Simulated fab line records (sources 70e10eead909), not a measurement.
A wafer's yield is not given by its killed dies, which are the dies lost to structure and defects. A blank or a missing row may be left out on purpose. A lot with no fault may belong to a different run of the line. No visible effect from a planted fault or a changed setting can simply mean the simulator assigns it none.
fab line records	flow nand-harc
[record] lots = 12	wafers = 36	last-day = 33
route steps=1302 shown P_GATE@119 A_BONDPAD@1220 THIN_TSV@1262 END@1302
lots with no fault: from the same line, run without faults
start-h: hours from the record's opening day to when the first of the lot's shown wafers began	wait-h: time in hours since the lot's previous step	" same as the row above	L1.1+2: several wafers, shown together as one row	- value missing, or start not given	* or withheld: withheld	< > ~ a bound
route shown NAME@n: names a module that has steps shown in the file, with the first one's number in the route	usual: mean/standard deviation taken from wafers without a fault	same: alike in all rows	chamber/n: place in a boat	sites: each site's reading	_std_site: how widely they spread, as a standard deviation	_edge_site: the outer-site mean with the inner-site mean subtracted	radius-mm: for every site, how far away it sits from the centre of the wafer	mask NAME#n: copy n	behind: the tool/chamber that last shaped the wafer	hold: why the lot was held/for how many hours/how that ended	device: names the non-switching transistor (n, p or np)	end of line: the same wafers' tests at the end of the route	for a step that has no rows: nothing shown but its recipe	killed: dies lost to structure and defects at the first sort, not the wafer's yield	map: the dies of a wafer, with x for killed, . for not killed, _ for no die there
set.NAME: the setting the step ran with; set.NAME@STEP: the setting that earlier step ran with	model.NAME: the simulator's own value behind a step, which no gauge read
a sample of lots followed through the steps of the route, with each step as a table and each wafer as a row
services: from which hour (start-h, from the record's first day; less than 0 if before it) a tool's chamber was out of use, for how many hours, and why
[[steps]]
[step NHARC_P_GATE_EXPOSE_08]
[recipe] na = 0.6	dose-mj = 16.75	mask-id = P_HV
[usual] focus-offset-nm = 0.0/0.5
lot.wafer	tool	chamber	start-h	wait-h	mask	focus-offset-nm
L768.1	krf-scanner-04	0	80.35	-	P_HV#0	-0.3
L768.2	"	0	"	"	P_HV#0	-0.4
L768.5	"	0	"	"	P_HV#0	0.8
L769.1	krf-scanner-04	0	94.38	-	P_HV#0	0.5
L769.3	"	0	"	"	P_HV#0	0.3
L769.6	"	0	"	"	P_HV#0	0.4
L770.2	krf-scanner-04	0	100.94	-	P_HV#0	0.0
L770.4	"	0	"	"	P_HV#0	0.4
L770.5	"	0	"	"	P_HV#0	0.1
L771.1	krf-scanner-03	0	108.42	-	P_HV#0	0.3
L771.3	"	0	"	"	P_HV#0	0.2
L771.5	"	0	"	"	P_HV#0	0.1
L772.1	krf-scanner-04	0	119.57	-	P_HV#0	0.0
L772.2	"	0	"	"	P_HV#0	-0.4
L772.5	"	0	"	"	P_HV#0	-0.2
L775.3	krf-scanner-04	0	156.40	-	P_HV#0	-0.4
L775.4	"	0	"	"	P_HV#0	-0.6
L775.6	"	0	"	"	P_HV#0	-1.7
L777.1	krf-scanner-04	0	181.54	-	P_HV#0	0.7
L777.2	"	0	"	"	P_HV#0	0.1
L777.3	"	0	"	"	P_HV#0	0.0
L780.1	krf-scanner-04	0	198.87	-	P_HV#0	0.9
L780.2	"	0	"	"	P_HV#0	0.2
L780.5	"	0	"	"	P_HV#0	0.0
L784.2	krf-scanner-02	0	244.56	-	P_HV#0	0.6
L784.3	"	0	"	"	P_HV#0	-0.1
L784.5	"	0	"	"	P_HV#0	0.4
L786.1	krf-scanner-03	0	257.69	-	P_HV#0	-0.1
L786.5	"	0	"	"	P_HV#0	-0.4
L786.6	"	0	"	"	P_HV#0	0.8
L789.3	krf-scanner-03	0	291.30	-	P_HV#0	0.0
L789.4	"	0	"	"	P_HV#0	-0.3
L789.6	"	0	"	"	P_HV#0	0.6
L790.1	krf-scanner-02	0	301.16	-	P_HV#0	-0.2
L790.3	"	0	"	"	P_HV#0	-0.3
L790.6	"	0	"	"	P_HV#0	-0.9
[step NHARC_A_BONDPAD_ETCH_12]
[recipe] target-depth-a = 2200	time-s = 110	chf3-flow-sccm = 50	o2-flow-sccm = 10	ar-flow-sccm = 200	rf-w = 500	bias-w = 200	chemistry = CHF3/O2
[usual] drypump-motor-current-A = 6.0/0.35	oes-product-au = 0.948/0.021	rf-fwd-power-W = 497.2/1.6	rf-vpp-V = 370.7/2.1	showerhead-plenum-p-Torr = 2.41/0.083	throttle-valve-pct = 20.572/0.0083
lot.wafer	tool	chamber	start-h	wait-h	drypump-motor-current-A	oes-product-au	rf-fwd-power-W	rf-hours-counter-h	rf-vpp-V	showerhead-plenum-p-Torr	throttle-valve-pct
L768.2	rie-diel-02	3	-	-	6.1	0.920	498.5	24	367.0	2.33	20.592
L768.1	"	1	"	"	6.2	0.910	497.3	21	373.5	2.52	20.559
L768.5	"	2	"	"	5.1	0.913	499.1	-	371.4	2.39	20.579
L769.1	rie-diel-06	0	-	-	6.1	0.941	496.2	2	375.0	2.52	20.576
L769.3	"	3	"	"	6.4	0.946	496.0	2	367.8	2.32	20.578
L769.6	"	0	"	"	6.1	0.942	496.5	-	372.9	2.52	20.576
L770.4	rie-diel-02	3	-	-	6.1	0.929	497.4	26	369.2	2.33	20.568
L770.2	"	0	"	"	5.8	0.932	496.6	25	367.7	2.26	20.569
L770.5	"	3	"	"	6.1	0.930	494.3	-	368.6	2.33	20.573
L771.1	rie-diel-06	2	-	-	5.9	0.951	496.6	2	370.8	2.39	20.565
L771.3	"	0	"	"	6.1	0.973	496.4	2	372.8	2.52	20.576
L771.5	"	2	"	"	5.9	0.955	496.5	-	370.6	2.39	20.582
L772.2	rie-diel-06	2	-	-	5.9	0.952	496.7	2	370.7	2.39	20.567
L772.1	"	3	"	"	6.4	0.976	494.0	2	367.7	2.32	20.573
L772.5	"	2	"	"	5.8	0.961	494.6	-	370.1	2.39	20.569
L775.4	rie-diel-06	3	-	-	6.3	0.942	500.6	3	368.9	2.32	20.583
L775.3	"	0	"	"	6.0	0.947	498.9	3	373.1	2.52	20.558
L775.6	"	1	"	"	6.2	0.977	497.4	-	370.7	2.41	20.579
L777.1	rie-diel-06	1	-	-	6.2	0.981	498.8	4	371.1	2.41	20.568
L777.2	"	3	"	"	6.4	0.959	498.3	4	370.6	2.32	20.561
L777.3	"	0	"	"	6.1	0.955	496.4	4	373.5	2.52	20.572
L780.2	rie-diel-06	0	-	-	6.1	0.970	497.4	4	373.4	2.52	20.582
L780.1	"	1	"	"	6.2	0.972	497.1	4	371.0	2.41	20.550
L780.5	"	3	"	"	6.4	0.977	497.4	-	368.7	2.32	20.574
L784.3	rie-diel-02	2	-	-	5.1	0.909	498.7	26	369.0	2.38	20.575
L784.2	"	3	"	"	6.1	0.916	495.0	23	367.8	2.32	20.568
L784.5	"	1	"	"	6.3	0.915	497.6	-	373.1	2.51	20.571
L786.1	rie-diel-06	0	-	-	6.1	0.962	494.5	1	372.6	2.52	20.570
L786.6	"	2	"	"	5.9	0.967	499.0	-	370.3	2.39	20.575
L786.5	"	0	"	"	6.1	0.959	498.3	-	372.9	2.52	20.579
L789.4	rie-diel-06	1	-	-	6.2	0.946	498.0	2	370.4	2.41	20.571
L789.3	"	3	"	"	6.4	0.927	498.8	1	368.0	2.32	20.577
L789.6	"	1	"	"	6.3	0.954	497.2	-	369.6	2.41	20.577
L790.3	rie-diel-06	1	-	-	6.2	0.963	498.8	2	369.3	2.41	20.562
L790.1	"	2	"	"	5.9	0.973	496.9	2	370.8	2.39	20.554
L790.6	"	1	"	"	6.2	0.965	498.8	-	369.9	2.41	20.566
[step NHARC_A_BONDPAD_PVD_27]
[recipe] target-thk-a = 300	chamber-pressure-pa = 5	power-w = 5000	substrate-temp-c = 30	time-s = 20.49	material = Cu
[usual] throttle-valve-pct = 30.2/1.4
lot.wafer	tool	chamber	start-h	wait-h	throttle-valve-pct
L768.1	pvd-sputter-01	-	-	-	30.8
L768.2	"	-	"	"	31.1
L768.5	"	-	"	"	30.3
L769.1	pvd-sputter-01	-	-	-	30.6
L769.3	"	-	"	"	30.2
L769.6	"	-	"	"	30.1
L770.2	pvd-sputter-02	-	-	-	30.0
L770.4	"	-	"	"	30.0
L770.5	"	-	"	"	30.9
L771.1	pvd-sputter-03	-	-	-	30.1
L771.3	"	-	"	"	27.1
L771.5	"	-	"	"	30.4
L772.2	pvd-sputter-03	-	-	-	27.1
L772.1	"	-	"	"	30.6
L772.5	"	-	"	"	27.1
L775.3	pvd-sputter-02	-	-	-	30.2
L775.4	"	-	"	"	30.7
L775.6	"	-	"	"	32.3
L777.1	pvd-sputter-03	-	-	-	30.7
L777.2	"	-	"	"	30.1
L777.3	"	-	"	"	27.0
L780.2	pvd-sputter-03	-	-	-	26.9
L780.1	"	-	"	"	30.7
L780.5	"	-	"	"	30.1
L784.3	pvd-sputter-03	-	-	-	30.5
L784.2	"	-	"	"	27.1
L784.5	"	-	"	"	30.5
L786.1	pvd-sputter-02	-	-	-	30.8
L786.5	"	-	"	"	30.8
L786.6	"	-	"	"	32.6
L789.3	pvd-sputter-03	-	-	-	32.1
L789.4	"	-	"	"	29.9
L789.6	"	-	"	"	32.0
L790.3	pvd-sputter-03	-	-	-	28.2
L790.1	"	-	"	"	31.6
L790.6	"	-	"	"	30.6
[step NHARC_THIN_TSV_ETCH_44]
[recipe] target-depth-a = 15942	time-s = 797.1	cf4-flow-sccm = 150	o2-flow-sccm = 10	ar-flow-sccm = 0	rf-w = 300	bias-w = 800	chemistry = CF4/O2
[usual] drypump-motor-current-A = 5.9/0.32	oes-product-au = 1.001/0.0094	rf-fwd-power-W = 299.6/0.86	rf-vpp-V = 796/3.3	showerhead-plenum-p-Torr = 1.86/0.054	throttle-valve-pct = 16.914/0.0093
lot.wafer	tool	chamber	start-h	wait-h	drypump-motor-current-A	oes-product-au	rf-fwd-power-W	rf-hours-counter-h	rf-vpp-V	showerhead-plenum-p-Torr	throttle-valve-pct
L768.1	rie-diel-13	1	550.49	0.1	6.0	0.997	301.3	1	791	1.77	16.893
L768.2	"	0	"	"	6.2	0.993	299.7	1	795	1.85	16.908
L768.5	"	1	"	"	6.0	0.995	298.8	-	791	1.77	16.924
L769.3	rie-diel-09	2	564.31	0.2	6.3	0.988	299.5	3	799	1.92	16.905
L769.1	"	3	"	"	5.4	1.022	298.5	4	799	1.91	16.930
L769.6	"	0	"	"	6.3	0.982	299.2	-	794	1.82	16.904
L770.4	rie-diel-13	1	565.29	0.1	6.0	1.005	300.1	2	790	1.77	16.905
L770.2	"	0	"	"	6.2	0.999	300.6	2	797	1.85	16.916
L770.5	"	1	"	"	6.0	1.002	301.1	-	790	1.77	16.911
L771.1	rie-diel-13	0	569.41	0.1	6.2	0.990	299.0	2	796	1.85	16.925
L771.3	"	3	"	"	5.6	1.003	301.8	3	794	1.85	16.927
L771.5	"	2	"	"	6.2	1.002	299.5	-	801	1.94	16.917
L772.2	rie-diel-04	2	579.73	0.2	5.3	1.009	300.3	4	796	1.87	16.905
L772.1	"	3	"	"	5.8	1.018	299.5	5	792	1.82	16.902
L772.5	"	2	"	"	5.3	1.021	300.1	-	797	1.87	16.919
L775.4	rie-diel-13	2	614.35	0.1	6.2	1.017	299.7	7	800	1.94	16.899
L775.3	"	1	"	"	6.0	1.011	299.8	4	791	1.77	16.908
L775.6	"	2	"	"	6.2	1.017	298.0	-	801	1.94	16.910
L777.1	rie-diel-13	0	666.10	0.1	6.2	1.000	299.4	9	795	1.85	16.904
L777.2	"	1	"	"	6.0	1.005	300.1	7	792	1.77	16.917
L777.3	"	2	"	"	6.2	1.010	299.7	9	801	1.94	16.917
L780.1	rie-diel-09	2	670.40	0.2	6.3	1.008	297.9	9	799	1.92	16.929
L780.2	"	3	"	"	5.4	1.019	297.6	9	799	1.91	16.921
L780.5	"	1	"	"	5.5	1.023	300.2	-	795	1.84	16.924
L784.2	rie-diel-13	0	718.74	0.1	6.2	0.994	299.8	1	796	1.85	16.923
L784.3	"	3	"	"	5.6	0.991	299.0	1	797	1.85	16.934
L784.5	"	0	"	"	6.2	0.994	298.7	-	795	1.85	16.928
L786.1	rie-diel-09	0	724.90	0.2	6.3	1.014	298.4	3	793	1.82	16.904
L786.6	"	1	"	"	5.5	1.007	299.9	-	796	1.84	16.911
L786.5	"	2	"	"	6.3	0.984	300.6	-	799	1.91	16.898
L789.3	rie-diel-13	2	764.26	0.1	6.2	1.004	298.2	4	800	1.94	16.923
L789.4	"	0	"	"	6.2	1.018	300.0	4	795	1.85	16.910
L789.6	"	3	"	"	5.6	1.002	299.4	-	796	1.85	16.921
L790.1	rie-diel-09	3	765.51	0.1	5.4	0.997	299.4	6	798	1.91	16.926
L790.3	"	0	"	"	6.3	1.007	298.7	6	794	1.82	16.908
L790.6	"	2	"	"	6.3	0.986	299.0	-	800	1.91	16.914
[step NHARC_END_SORT_01]
[recipe] temp-c = 25
[usual] killed-at-array = 59/16	killed-at-other = 0.8/1.1	killed-at-periphery = 3.6/2.4	killed-dies = 64/16	killed-open = 3.4/1.8	killed-short = 2.5/1.6
[same] gross-dies = 677
lot.wafer	tool	chamber	start-h	wait-h	killed-at-array	killed-at-other	killed-at-periphery	killed-dies	killed-open	killed-short
L775.3	prober-01	0	632.97	3.1	70	0	444	514	1	2
L775.4	prober-01	0	633.76	3.4	47	0	459	506	7	3
L775.6	prober-01	0	635.33	3.9	48	0	481	529	0	0
L777.1	prober-02	0	690.10	2.5	64	1	416	481	5	1
L777.2	prober-02	0	690.90	2.8	60	3	422	485	2	1
L777.3	prober-02	0	691.70	3.1	52	0	430	482	3	0
L780.1	prober-01	0	690.11	2.5	21	0	430	451	1	1
L780.2	prober-01	0	690.91	2.8	37	1	405	443	4	1
L780.5	prober-01	0	693.31	3.7	39	0	436	475	2	5
// killed by level:class
L775.3 P_GATE:overlay=444 A_CHANNEL_HOLE_D2:chamber-film-flake=41 A_CONTACT:chamber-film-flake=13 A_CHANNEL_HOLE_D1:chamber-film-flake=5 A_WL_FILL:chamber-film-flake=4 A_STAIRCASE:chamber-film-flake=3 A_ONON_D2:geometric-particle:short=2 A_CHANNEL_FILL_D1:geometric-particle:open=1
L775.4 P_GATE:overlay=456 A_CHANNEL_HOLE_D2:chamber-film-flake=28 A_CONTACT:chamber-film-flake=8 A_CHANNEL_HOLE_D1:chamber-film-flake=2 P_M0:geometric-particle:open=1 P_M2:geometric-particle:short=1 P_BONDPAD:geometric-particle:open=1 A_SOURCE_PLATE:geometric-particle:open=1
L775.6 P_GATE:overlay=481 A_CHANNEL_HOLE_D2:chamber-film-flake=27 A_CONTACT:chamber-film-flake=11 A_CHANNEL_HOLE_D1:chamber-film-flake=4 A_STAIRCASE:chamber-film-flake=3 A_WL_FILL:chamber-film-flake=2 A_CHANNEL_FILL_D2:chamber-film-flake=1
L777.1 P_GATE:overlay=408 A_CHANNEL_HOLE_D1:chamber-film-flake=29 A_CHANNEL_HOLE_D2:chamber-film-flake=16 A_CONTACT:chamber-film-flake=5 P_M0:chamber-film-flake=5 A_STAIRCASE:chamber-film-flake=4 A_DECK1_JOINT:chamber-film-flake=3 A_CHANNEL_FILL_D1:chamber-film-flake=2
L780.1 P_GATE:overlay=428 A_CHANNEL_HOLE_D2:chamber-film-flake=12 A_CONTACT:chamber-film-flake=3 P_M1:chamber-film-flake=2 A_CHANNEL_HOLE_D1:chamber-film-flake=2 A_SLIT:chamber-film-flake=2 A_WL_FILL:geometric-particle:short=1 A_M0:geometric-particle:open=1
L777.2 P_GATE:overlay=420 A_CHANNEL_HOLE_D1:chamber-film-flake=35 A_CHANNEL_HOLE_D2:chamber-film-flake=14 A_STAIRCASE:chamber-film-flake=3 THIN_TSV:chamber-film-flake=3 A_CHANNEL_FILL_D1:chamber-film-flake=2 A_DECK1_JOINT:chamber-film-flake=2 P_GATE:geometric-particle:open=1
L780.2 P_GATE:overlay=403 A_CHANNEL_HOLE_D2:chamber-film-flake=13 A_CHANNEL_HOLE_D1:chamber-film-flake=12 A_CHANNEL_FILL_D2:geometric-particle:open=3 P_M1:chamber-film-flake=2 A_SLIT:chamber-film-flake=2 A_ONON_D2:geometric-particle:short=1 A_CHANNEL_HOLE_D2:geometric-particle:open=1
L777.3 P_GATE:overlay=422 A_CHANNEL_HOLE_D1:chamber-film-flake=29 A_CHANNEL_HOLE_D2:chamber-film-flake=8 P_M0:chamber-film-flake=5 A_CHANNEL_FILL_D1:chamber-film-flake=4 A_STAIRCASE:chamber-film-flake=4 A_CONTACT:chamber-film-flake=4 P_CONTACT:geometric-particle:open=2
L780.5 P_GATE:overlay=431 A_CHANNEL_HOLE_D2:chamber-film-flake=18 A_CHANNEL_HOLE_D1:chamber-film-flake=7 A_STAIRCASE:chamber-film-flake=3 P_STI:chamber-film-flake=2 P_M1:chamber-film-flake=2 A_CONTACT:chamber-film-flake=2 A_SOURCE_PLATE:geometric-particle:short=1
[[services]]
tool	chamber	start-h	hours	kind
rie-diel-13	2	102.29	2.6	repair
rie-diel-06	1	116.98	5.3	repair
rie-diel-06	-	130.20	9.0	pm
rie-diel-13	0	140.87	2.4	repair
krf-scanner-04	-	142.68	1.0	repair
rie-diel-13	-	165.00	9.0	pm
pvd-sputter-03	-	180.95	10.0	pm
krf-scanner-04	-	182.00	4.0	pm
pvd-sputter-03	-	192.77	2.6	repair
rie-diel-13	-	214.80	0.6	repair
rie-diel-06	1	225.05	5.9	repair
krf-scanner-04	-	255.40	5.7	repair
pvd-sputter-03	-	298.99	0.8	repair
rie-diel-06	-	307.20	9.0	pm
rie-diel-06	1	376.18	7.0	repair
rie-diel-06	1	402.89	6.4	repair
rie-diel-06	1	442.84	1.4	repair
rie-diel-06	-	484.20	9.0	pm
rie-diel-06	0	514.63	9.6	repair
rie-diel-06	-	515.45	0.4	repair
rie-diel-06	-	661.20	9.0	pm
rie-diel-06	3	702.46	14.0	repair
rie-diel-06	1	739.51	6.2	repair
rie-diel-06	-	751.17	0.6	repair
[[key]]
[first-sign] step = NHARC_END_SORT_01	reading = killed-at-periphery	direction = up	sigmas = 99+	usual = 3.6	struck = 435.9
[effect] step = NHARC_END_SORT_01	reading = killed-dies	direction = up	sigmas = 27	usual = 64	struck = 485
[more-kills-born-at] NHARC_P_GATE_EXPOSE_08@krf-scanner-04 = 3893
met-at NHARC_P_GATE_EXPOSE_08
struck-lots L775,L777,L780
tester-left-out L775,L777,L780
not-acting-at NHARC_A_BONDPAD_ETCH_12,NHARC_A_BONDPAD_PVD_27,NHARC_THIN_TSV_ETCH_44
onset-between 119.57 156.40
[fault] kind = scanner-matching-overlay	tool = krf-scanner-04	chamber = -	onset-h = 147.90	steps = NHARC_P_GATE_EXPOSE_08	offset = 137.37
// tester-left-out: of these lots the tester's yield and bins aren't shown, on N5 and GAA mostly nor the transistor test; their killed dies are dies lost to structure and defects alone, not to doping, threshold or leakage, so they don't give the yield
